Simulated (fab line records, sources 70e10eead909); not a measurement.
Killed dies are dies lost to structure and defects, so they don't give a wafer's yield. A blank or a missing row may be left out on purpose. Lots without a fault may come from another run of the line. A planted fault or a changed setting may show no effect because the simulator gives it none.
fab line records | flow nand_harc
record lots=12 wafers=36 last_day=25
route steps=1159 shown A_BONDPAD@1084 THIN_TSV@1107 END@1159
lots that met no fault: from a run of the same line without faults
start_h: hours from the record's first day to the start of the lot's first wafer shown | wait_h: hours since the lot's step before | " the same as in the row above | L1.1+2: a row that stands for several wafers | - no value, or no start given | * or withheld: withheld | < > ~ a bound
route shown NAME@n: a module of which the file shows steps, and the number in the route of the first | usual: mean/standard deviation of fault-free wafers | same: alike in all rows | chamber/n: place in a boat | sites: the reading at each site | _std_site: their standard deviation | _edge_site: outer sites' mean less inner sites' | radius_mm: how far each site lies from the wafer's centre | mask NAME#n: copy n | behind: the tool/chamber that last shaped the wafer | hold: why the lot was held/for how many hours/how that ended | device: the transistor (n, p or np) that didn't switch | end of line: the same wafers' tests at the end of the route | a step without rows: its recipe alone | killed: dies lost to structure and defects at the first sort, not the wafer's yield | map: a wafer's dies, x killed, . not, _ none there
set.NAME: the setting as run; set.NAME@STEP: as run at that earlier step | model.NAME: the simulator's own value behind a step, which no gauge read
steps of the route over a sample of lots; a table a step, a row a wafer
services: from which hour (start_h, from the record's first day; less than 0 if before it) a tool's chamber was out of use, for how many hours, and why
## steps
# step NHARC_A_BONDPAD_PVD_17
# recipe target_thk_a=50 bias_v=168.6 power_w=15000 chamber_pressure_pa=0.12 time_s=8.06 substrate_temp_c=50 material=TaN
# usual cathode_dc_power_W=15000/3.2 throttle_valve_pct=29.8/0.68
# columns lot.wafer tool chamber start_h wait_h cathode_dc_power_W throttle_valve_pct
L901.4 pvd_sputter-03 - - - 14998 29.9
L901.3 " - " " 14995 29.8
L901.2 " - " " 15005 29.3
L899.3 pvd_sputter-02 - - - 15002 30.5
L899.5 " - " " 15002 28.8
L899.6 " - " " 15000 30.1
L902.4 pvd_sputter-03 - - - 14997 29.4
L902.2 " - " " 14997 29.9
L902.5 " - " " 15000 29.3
L906.1 pvd_sputter-01 - - - 15002 29.9
L906.3 " - " " 14997 29.2
L906.6 " - " " 15006 31.1
L905.3 pvd_sputter-01 - - - 15001 31.0
L905.1 " - " " 15005 29.9
L905.6 " - " " 15005 29.3
L907.2 pvd_sputter-03 - - - 15000 30.6
L907.4 " - " " 15000 28.9
L907.6 " - " " 15003 30.0
L910.3 pvd_sputter-01 - - - 15004 29.9
L910.1 " - " " 14995 29.6
L910.5 " - " " 14999 29.9
L913.2 pvd_sputter-01 - - - 14996 30.0
L913.3 " - " " 15000 29.2
L913.6 " - " " 15006 30.0
L909.1 pvd_sputter-01 - - - 14998 29.9
L909.4 " - " " 15001 31.2
L909.2 " - " " 14997 29.9
L918.1 pvd_sputter-03 - - - 15000 28.8
L918.3 " - " " 15002 29.0
L918.2 " - " " 15004 30.1
L919.2 pvd_sputter-02 - - - 14999 29.8
L919.4 " - " " 14998 29.8
L919.6 " - " " 15008 29.3
L921.2 pvd_sputter-03 - - - 14999 30.4
L921.3 " - " " 15001 30.1
L921.6 " - " " 15005 29.0
# step NHARC_A_BONDPAD_PVD_27
# recipe target_thk_a=300 chamber_pressure_pa=5 power_w=5000 substrate_temp_c=30 time_s=20.49 material=Cu
# usual cathode_dc_power_W=5000.1/0.86 throttle_valve_pct=29.8/0.65
# columns lot.wafer tool chamber start_h wait_h cathode_dc_power_W throttle_valve_pct
L901.3 pvd_sputter-03 - 414.58 - 4999.2 29.3
L901.4 " - " " 5000.9 30.3
L901.2 " - " " 5000.9 29.7
L899.3 pvd_sputter-02 - 416.38 - 4997.9 30.4
L899.6 " - " " 4998.5 29.3
L899.5 " - " " 5000.0 29.9
L902.4 pvd_sputter-03 - 421.11 - 5000.3 30.6
L902.2 " - " " 5000.7 29.4
L902.5 " - " " 5000.6 29.9
L906.1 pvd_sputter-01 - 462.15 - 4998.8 30.6
L906.3 " - " " 5000.7 29.9
L906.6 " - " " 4998.8 30.0
L905.1 pvd_sputter-01 - 467.48 - 4999.7 29.7
L905.3 " - " " 5000.8 29.2
L905.6 " - " " 4999.8 30.8
L907.2 pvd_sputter-03 - 470.90 - 4999.6 29.2
L907.4 " - " " 5001.0 30.4
L907.6 " - " " 4999.9 28.8
L910.1 pvd_sputter-01 - 480.35 - 4391.2 29.9
L910.3 " - " " 4390.7 31.1
L910.5 " - " " 4389.5 29.8
L913.2 pvd_sputter-01 - 481.57 - 4391.1 30.0
L913.3 " - " " 4391.7 29.4
L913.6 " - " " 4391.4 31.0
L909.1 pvd_sputter-01 - 488.34 - 4389.5 31.0
L909.2 " - " " 4391.4 29.6
L909.4 " - " " 4390.7 29.3
L918.2 pvd_sputter-03 - 531.16 - 5000.1 30.6
L918.1 " - " " 5000.2 30.4
L918.3 " - " " 5001.0 28.8
L919.4 pvd_sputter-02 - 546.22 - 5000.3 30.5
L919.2 " - " " 5000.0 29.3
L919.6 " - " " 4999.6 29.5
L921.3 pvd_sputter-03 - 564.34 - 4999.6 28.6
L921.2 " - " " 4998.9 30.7
L921.6 " - " " 4998.9 28.8
# step NHARC_A_BONDPAD_ANNEAL_28
# recipe temp_c=225 time_s=90
# usual wafer_temp_C_max=226.0/0.34
# columns lot.wafer tool chamber start_h wait_h wafer_temp_C_max
L901.2 rtp_anneal-01 0 415.40 0.6 226.1
L901.3 " 0 " " 225.8
L901.4 " 0 " " 226.1
L899.3 rtp_anneal-02 0 416.98 0.3 225.6
L899.5 " 0 " " 225.6
L899.6 " 0 " " 225.6
L902.2 rtp_anneal-02 0 421.67 - 225.9
L902.4 " 0 " " 225.6
L902.5 " 0 " " 226.0
L906.1 rtp_anneal-01 0 462.67 0.3 226.6
L906.3 " 0 " " 226.2
L906.6 " 0 " " 226.3
L905.1 rtp_anneal-02 0 467.98 0.3 225.5
L905.3 " 0 " " 225.6
L905.6 " 0 " " 226.0
L907.2 rtp_anneal-02 0 471.60 0.4 225.6
L907.4 " 0 " " 225.5
L907.6 " 0 " " 225.7
L910.1 rtp_anneal-01 0 480.88 - 226.3
L910.3 " 0 " " 226.5
L910.5 " 0 " " 226.7
L913.2 rtp_anneal-02 0 482.13 0.3 225.7
L913.3 " 0 " " 225.8
L913.6 " 0 " " 225.6
L909.1 rtp_anneal-01 0 488.87 0.3 225.9
L909.2 " 0 " " 226.2
L909.4 " 0 " " 225.7
L918.1 rtp_anneal-02 0 531.67 - 225.9
L918.2 " 0 " " 225.9
L918.3 " 0 " " 226.0
L919.2 rtp_anneal-01 0 546.82 - 225.9
L919.4 " 0 " " 225.7
L919.6 " 0 " " 225.9
L921.2 rtp_anneal-02 0 565.15 - 226.0
L921.3 " 0 " " 225.6
L921.6 " 0 " " 225.5
# step NHARC_THIN_TSV_DEP_43
# recipe target_thk_a=13285 temp_c=withheld pressure_torr=6.5 rf_w=900 teos_flow_sccm=161.4 flow_sccm=2650 target_thk_nm=1328.5 gas=O2 material=SiO2
# usual rf_fwd_power_W=897.4/2.8 throttle_valve_pct=15.9/0.5
# columns lot.wafer tool chamber start_h wait_h rf_fwd_power_W throttle_valve_pct
L901.3 pecvd-03 2 429.96 - 900.1 16.5
L901.2 " 0 " " 893.8 16.4
L901.4 " 2 " " 899.8 16.4
L899.3 pecvd-04 1 431.12 - 899.8 15.8
L899.6 " 1 " " 899.9 15.4
L899.5 " 0 " " 896.8 15.5
L902.2 pecvd-04 2 439.14 - 897.7 16.2
L902.4 " 1 " " 892.8 15.4
L902.5 " 2 " " 899.8 16.1
L906.1 pecvd-02 0 478.23 - 895.3 15.6
L906.3 " 2 " " 896.5 16.0
L906.6 " 2 " " 898.0 16.1
L905.1 pecvd-04 0 483.96 - 895.3 15.3
L905.3 " 2 " " 895.2 15.9
L905.6 " 1 " " 896.6 15.5
L907.2 pecvd-04 1 485.49 - 899.4 16.0
L907.4 " 1 " " 896.0 15.6
L907.6 " 2 " " 903.2 16.0
L910.3 pecvd-02 2 493.51 - 895.3 16.2
L910.1 " 1 " " 895.5 16.5
L910.5 " 0 " " 896.8 15.7
L913.3 pecvd-03 1 494.70 - 892.3 15.9
L913.2 " 2 " " 897.6 16.5
L913.6 " 2 " " 899.8 16.9
L909.1 pecvd-04 0 501.52 - 895.7 15.6
L909.2 " 1 " " 893.9 15.7
L909.4 " 0 " " 897.0 15.5
L918.1 pecvd-03 1 545.37 - 894.6 15.9
L918.2 " 2 " " 895.7 16.7
L918.3 " 0 " " 898.0 16.7
L919.2 pecvd-02 2 559.69 - 896.8 15.9
L919.6 " 0 " " 902.0 14.8
L919.4 " 2 " " 899.6 16.1
L921.3 pecvd-03 2 578.37 - 899.8 16.7
L921.2 " 0 " " 899.5 16.8
L921.6 " 2 " " 900.1 16.9
# step NHARC_END_SORT_01
# recipe temp_c=25
# usual defect_limited_yield=95.5/1.5 killed_at_array=27/10 killed_at_other=0.6/0.96 killed_at_periphery=3.4/2.7 killed_dies=31/10 killed_open=2.9/1.8 killed_short=1.8/1.4 sort_bin_2_pct=1.4/0.66 sort_bin_3_pct=0.25/0.23 sort_bin_4_pct=2.8/0.94 sort_n_pass=646/10 sort_rim_yield_pct=96.2/2.6 sort_yield_pct=95.5/1.5
# same gross_dies=677 sort_bin_5_pct[%]=0 sort_bin_6_pct[%]=0 sort_bin_7_pct[%]=0 sort_bin_8_pct[%]=0 sort_rim_n_gross=106.00
# columns lot.wafer tool chamber start_h wait_h defect_limited_yield[%] killed_at_array killed_at_other killed_at_periphery killed_dies killed_open killed_short sort_bin_2_pct[%] sort_bin_3_pct[%] sort_bin_4_pct[%] sort_n_pass sort_rim_yield_pct[%] sort_yield_pct[%]
L906.1 prober-01 0 492.79 2.5 96.9 12 1 8 21 1 2 0.9 0.30 1.9 656 97.2 96.9
L906.3 prober-01 0 494.40 3.1 96.2 14 0 12 26 1 5 0.7 0.30 2.8 651 96.2 96.2
L906.6 prober-01 0 496.82 4.0 95.6 17 1 12 30 3 1 1.8 0 2.7 647 96.2 95.6
L905.1 prober-01 0 501.27 2.5 94.5 35 0 2 37 1 1 0.9 0 4.6 640 93.4 94.5
L905.3 prober-01 0 502.85 3.1 93.8 35 0 7 42 5 2 2.2 0.30 3.7 635 94.3 93.8
L905.6 prober-01 0 505.22 3.9 93.5 35 0 9 44 7 0 1.9 0.59 4.0 633 97.2 93.5
L907.2 prober-02 0 502.08 2.8 93.2 45 0 1 46 6 1 2.2 0.15 4.4 631 98.1 93.2
L907.4 prober-02 0 503.67 3.4 93.2 42 1 3 46 2 1 2.5 0.89 3.4 631 96.2 93.2
L907.6 prober-02 0 505.27 4.0 93.1 44 0 3 47 5 1 2.5 0.59 3.8 630 94.3 93.1
L910.1 prober-01 0 509.55 2.5 96.2 21 3 2 26 3 2 0.9 0.15 2.8 651 93.4 96.2
L910.3 prober-01 0 511.16 3.1 97.8 12 1 2 15 3 1 0.9 0 1.3 662 97.2 97.8
L910.5 prober-01 0 512.77 3.7 97.0 12 4 4 20 6 2 1.3 0.15 1.5 657 94.3 97.0
L913.2 prober-02 0 510.37 2.8 94.7 35 0 1 36 3 0 1.9 0.44 3.0 641 94.3 94.7
L913.3 prober-02 0 511.16 3.1 94.8 34 0 1 35 2 0 2.8 0 2.4 642 91.5 94.8
L913.6 prober-02 0 513.56 4.0 94.7 30 0 6 36 8 4 1.8 0.30 3.2 641 90.6 94.7
L909.1 prober-02 0 517.38 2.5 93.5 43 0 1 44 0 6 2.2 0.59 3.7 633 98.1 93.5
L909.2 prober-02 0 518.19 2.8 95.9 26 0 2 28 3 1 1.3 0.15 2.7 649 96.2 95.9
L909.4 prober-02 0 519.80 3.4 94.4 38 0 0 38 3 1 1.8 1.03 2.8 639 100.0 94.4
L918.1 prober-02 0 563.61 2.5 94.2 35 1 3 39 1 2 2.5 0 3.2 638 96.2 94.2
L918.2 prober-02 0 564.41 2.8 95.1 28 0 5 33 4 1 1.5 0.59 2.8 644 95.3 95.1
L918.3 prober-02 0 565.21 3.1 95.3 31 0 1 32 2 1 1.9 0.15 2.7 645 96.2 95.3
L921.2 prober-02 0 593.26 2.8 93.4 36 1 8 45 3 3 3.0 0.59 3.1 632 93.4 93.4
L921.3 prober-02 0 594.05 3.1 95.0 20 4 10 34 3 1 1.5 0.15 3.4 643 98.1 95.0
L921.6 prober-02 0 596.44 4.0 94.2 29 2 8 39 3 2 0.9 0.44 4.4 638 97.2 94.2
# killed by level:class
L906.1 A_CHANNEL_HOLE_D1:chamber_film_flake=5 P_ZERO_WELL:chamber_film_flake=4 A_STAIRCASE:chamber_film_flake=3 P_M1:chamber_film_flake=2 A_CONTACT:chamber_film_flake=2 A_ONON_D1:geometric_particle:open=1 A_CONTACT:geometric_particle:short=1 P_GATE:chamber_film_flake=1
L906.3 P_ZERO_WELL:chamber_film_flake=7 P_M1:chamber_film_flake=3 A_CHANNEL_HOLE_D1:chamber_film_flake=3 A_SGD_CUT:geometric_particle:short=2 A_SLIT:chamber_film_flake=2 P_CONTACT:geometric_particle:short=1 A_CHANNEL_FILL_D1:geometric_particle:short=1 A_WL_FILL:geometric_particle:short=1
L906.6 P_GATE:chamber_film_flake=4 A_STAIRCASE:chamber_film_flake=4 A_SLIT:chamber_film_flake=4 P_ZERO_WELL:chamber_film_flake=3 P_M1:chamber_film_flake=3 A_CONTACT:geometric_particle:open=2 A_CHANNEL_HOLE_D1:chamber_film_flake=2 A_WL_FILL:chamber_film_flake=2
L905.1 A_SLIT:chamber_film_flake=18 A_CHANNEL_HOLE_D1:chamber_film_flake=6 A_STAIRCASE:chamber_film_flake=6 A_CONTACT:chamber_film_flake=3 A_WL_FILL:geometric_particle:short=1 A_CONTACT:geometric_particle:open=1 P_ZERO_WELL:chamber_film_flake=1 P_GATE:chamber_film_flake=1
L907.2 A_CHANNEL_HOLE_D1:chamber_film_flake=22 A_SLIT:chamber_film_flake=8 A_STAIRCASE:chamber_film_flake=6 A_CONTACT:chamber_film_flake=3 P_M1:geometric_particle:open=1 A_SOURCE_PLATE:geometric_particle:open=1 A_ONON_D1:geometric_particle:open=1 A_CHANNEL_HOLE_D1:geometric_particle:open=1
L905.3 A_SLIT:chamber_film_flake=10 A_CHANNEL_HOLE_D1:chamber_film_flake=9 A_STAIRCASE:chamber_film_flake=6 A_CONTACT:chamber_film_flake=4 P_GATE:chamber_film_flake=3 P_M1:geometric_particle:open=1 P_M2:geometric_particle:short=1 A_ONON_D1:geometric_particle:open=1
L907.4 A_CHANNEL_HOLE_D1:chamber_film_flake=21 A_SLIT:chamber_film_flake=16 A_STAIRCASE:chamber_film_flake=2 A_CONTACT:chamber_film_flake=2 P_CONTACT:geometric_particle:open=1 P_M0:geometric_particle:open=1 A_ONON_D1:geometric_particle:short=1 P_M1:chamber_film_flake=1
L905.6 A_CHANNEL_HOLE_D1:chamber_film_flake=16 A_SLIT:chamber_film_flake=9 A_STAIRCASE:chamber_film_flake=7 P_CONTACT:geometric_particle:open=2 P_M0:geometric_particle:open=2 P_GATE:chamber_film_flake=2 P_STI:geometric_particle:open=1 P_M2:geometric_particle:open=1
L907.6 A_SLIT:chamber_film_flake=16 A_CHANNEL_HOLE_D1:chamber_film_flake=15 A_STAIRCASE:chamber_film_flake=4 A_CONTACT:chamber_film_flake=4 P_CONTACT:geometric_particle:open=1 P_M2:geometric_particle:open=1 A_ONON_D1:geometric_particle:short=1 A_CHANNEL_FILL_D1:geometric_particle:open=1
L910.1 A_CHANNEL_HOLE_D1:chamber_film_flake=7 A_ZERO_WELL:chamber_film_flake=4 A_STAIRCASE:chamber_film_flake=3 THIN_TSV:chamber_film_flake=3 A_WL_FILL:chamber_film_flake=2 A_ONON_D1:geometric_particle:short=1 A_CHANNEL_FILL_D1:geometric_particle:open=1 A_WL_FILL:geometric_particle:open=1
L913.2 A_SLIT:chamber_film_flake=16 A_CHANNEL_HOLE_D1:chamber_film_flake=8 A_CONTACT:chamber_film_flake=7 A_STAIRCASE:chamber_film_flake=2 P_M2:geometric_particle:open=1 A_CHANNEL_HOLE_D1:geometric_particle:open=1 A_M1:geometric_particle:open=1
L910.3 A_CHANNEL_HOLE_D1:chamber_film_flake=6 A_ONON_D1:geometric_particle:open=2 A_STAIRCASE:chamber_film_flake=2 P_CONTACT:geometric_particle:open=1 A_CHANNEL_FILL_D1:geometric_particle:short=1 P_STI:chamber_film_flake=1 A_CONTACT:chamber_film_flake=1 THIN_TSV:chamber_film_flake=1
L913.3 A_SLIT:chamber_film_flake=14 A_CHANNEL_HOLE_D1:chamber_film_flake=13 A_STAIRCASE:chamber_film_flake=2 A_CONTACT:chamber_film_flake=2 P_M0:geometric_particle:open=1 A_CHANNEL_FILL_D1:geometric_particle:open=1 A_ZERO_WELL:chamber_film_flake=1 A_BLC:chamber_film_flake=1
L910.5 A_STAIRCASE:chamber_film_flake=4 THIN_TSV:chamber_film_flake=4 P_CONTACT:geometric_particle:open=3 P_M0:geometric_particle:open=1 A_CHANNEL_FILL_D1:geometric_particle:open=1 A_WL_FILL:geometric_particle:short=1 A_CONTACT:geometric_particle:short=1 A_BLC:geometric_particle:open=1
L913.6 A_CHANNEL_HOLE_D1:chamber_film_flake=10 A_SLIT:chamber_film_flake=10 P_M0:geometric_particle:open=4 A_STAIRCASE:chamber_film_flake=3 P_CONTACT:geometric_particle:open=1 P_M2:geometric_particle:short=1 A_ONON_D1:geometric_particle:short=1 A_CHANNEL_HOLE_D1:geometric_particle:short=1
L909.1 A_SLIT:chamber_film_flake=18 A_STAIRCASE:chamber_film_flake=7 A_CHANNEL_HOLE_D1:chamber_film_flake=5 A_CONTACT:chamber_film_flake=5 A_CONTACT:geometric_particle:short=3 A_CHANNEL_FILL_D1:geometric_particle:short=2 A_M0:chamber_film_flake=2 P_STI:geometric_particle:short=1
L909.2 A_SLIT:chamber_film_flake=10 A_CHANNEL_HOLE_D1:chamber_film_flake=4 A_STAIRCASE:chamber_film_flake=4 A_CONTACT:chamber_film_flake=4 P_CONTACT:geometric_particle:short=1 A_WL_FILL:geometric_particle:open=1 A_CONTACT:geometric_particle:open=1 A_BLC:geometric_particle:open=1
L909.4 A_SLIT:chamber_film_flake=15 A_CONTACT:chamber_film_flake=8 A_CHANNEL_HOLE_D1:chamber_film_flake=4 A_STAIRCASE:chamber_film_flake=4 A_ONON_D1:geometric_particle:open=1 A_CHANNEL_FILL_D1:geometric_particle:short=1 A_CHANNEL_FILL_D1:geometric_particle:open=1 A_BLC:geometric_particle:open=1
L918.1 A_SLIT:chamber_film_flake=23 A_STAIRCASE:chamber_film_flake=6 P_GATE:chamber_film_flake=2 A_CHANNEL_HOLE_D1:chamber_film_flake=2 A_SGD_CUT:chamber_film_flake=2 P_M0:geometric_particle:open=1 A_SOURCE_PLATE:geometric_particle:short=1 A_WL_FILL:geometric_particle:short=1
L918.2 A_SLIT:chamber_film_flake=15 A_CHANNEL_HOLE_D1:chamber_film_flake=7 A_STAIRCASE:chamber_film_flake=2 P_STI:geometric_particle:open=1 P_GATE:geometric_particle:open=1 P_M0:geometric_particle:short=1 A_ONON_D1:geometric_particle:open=1 A_M0:geometric_particle:open=1
L918.3 A_SLIT:chamber_film_flake=22 A_M1:chamber_film_flake=2 P_M1:geometric_particle:open=1 A_CHANNEL_HOLE_D1:geometric_particle:short=1 A_M1:geometric_particle:open=1 A_CHANNEL_HOLE_D1:chamber_film_flake=1 A_STAIRCASE:chamber_film_flake=1 A_SGD_CUT:chamber_film_flake=1
L921.2 A_SLIT:chamber_film_flake=22 P_CONTACT:chamber_film_flake=7 A_CONTACT:chamber_film_flake=3 A_M0:chamber_film_flake=3 P_M0:geometric_particle:short=1 A_CHANNEL_HOLE_D1:geometric_particle:short=1 A_CHANNEL_FILL_D1:geometric_particle:short=1 A_CHANNEL_FILL_D1:geometric_particle:open=1
L921.3 A_SLIT:chamber_film_flake=15 P_CONTACT:chamber_film_flake=6 THIN_TSV:chamber_film_flake=3 P_CONTACT:geometric_particle:open=1 P_M0:geometric_particle:open=1 A_M0:geometric_particle:open=1 STARTING-WAFER:geometric_particle:short=1 P_GATE:chamber_film_flake=1
L921.6 A_SLIT:chamber_film_flake=17 A_CONTACT:chamber_film_flake=4 P_CONTACT:chamber_film_flake=3 A_M0:chamber_film_flake=3 THIN_TSV:chamber_film_flake=2 P_ZERO_WELL:geometric_particle:short=1 P_CONTACT:geometric_particle:open=1 P_M0:geometric_particle:open=1
## services
# columns tool chamber start_h hours kind
pvd_sputter-02 - 392.14 10.0 pm
pecvd-03 2 395.36 10.0 repair
pvd_sputter-03 - 458.00 10.0 pm
pecvd-03 - 474.10 13.0 pm
pecvd-03 0 474.10 13.0 vent_cycle
pecvd-03 1 474.10 13.0 vent_cycle
pecvd-03 2 474.10 13.0 vent_cycle
pecvd-03 0 487.10 - clean
pecvd-03 - 495.88 3.1 repair
pvd_sputter-03 - 508.14 6.9 repair
pvd_sputter-01 - 514.00 10.0 pm
pecvd-02 - 515.25 13.0 pm
pecvd-02 1 528.69 10.7 repair
pvd_sputter-03 - 534.05 5.7 repair
pecvd-04 - 557.85 13.0 pm
pecvd-04 0 557.85 13.0 vent_cycle
pecvd-04 1 557.85 19.8 vent_cycle
pecvd-04 2 557.85 13.0 vent_cycle
pecvd-02 - 562.33 4.3 repair
pecvd-03 - 564.24 0.5 repair
pvd_sputter-02 - 570.14 10.0 pm
pecvd-04 0 570.85 - clean
pecvd-04 2 570.85 - clean
pecvd-04 0 574.61 11.6 repair
## key
first_sign step=NHARC_A_BONDPAD_PVD_27 reading=cathode_dc_power_W direction=down sigmas=99+ usual=* struck=*
effect none on later readings
met_at NHARC_A_BONDPAD_PVD_27
struck_lots L909,L910,L913
not_acting_at NHARC_A_BONDPAD_PVD_17,NHARC_A_BONDPAD_ANNEAL_28,NHARC_THIN_TSV_DEP_43
onset_between 467.48 480.35
fault kind=process_parameter_drift tool=pvd_sputter-01 chamber=- onset_h=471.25 steps=NHARC_A_BONDPAD_PVD_27 channel=power_w offset=* shape=step end_h=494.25 acts_in=* stated=*
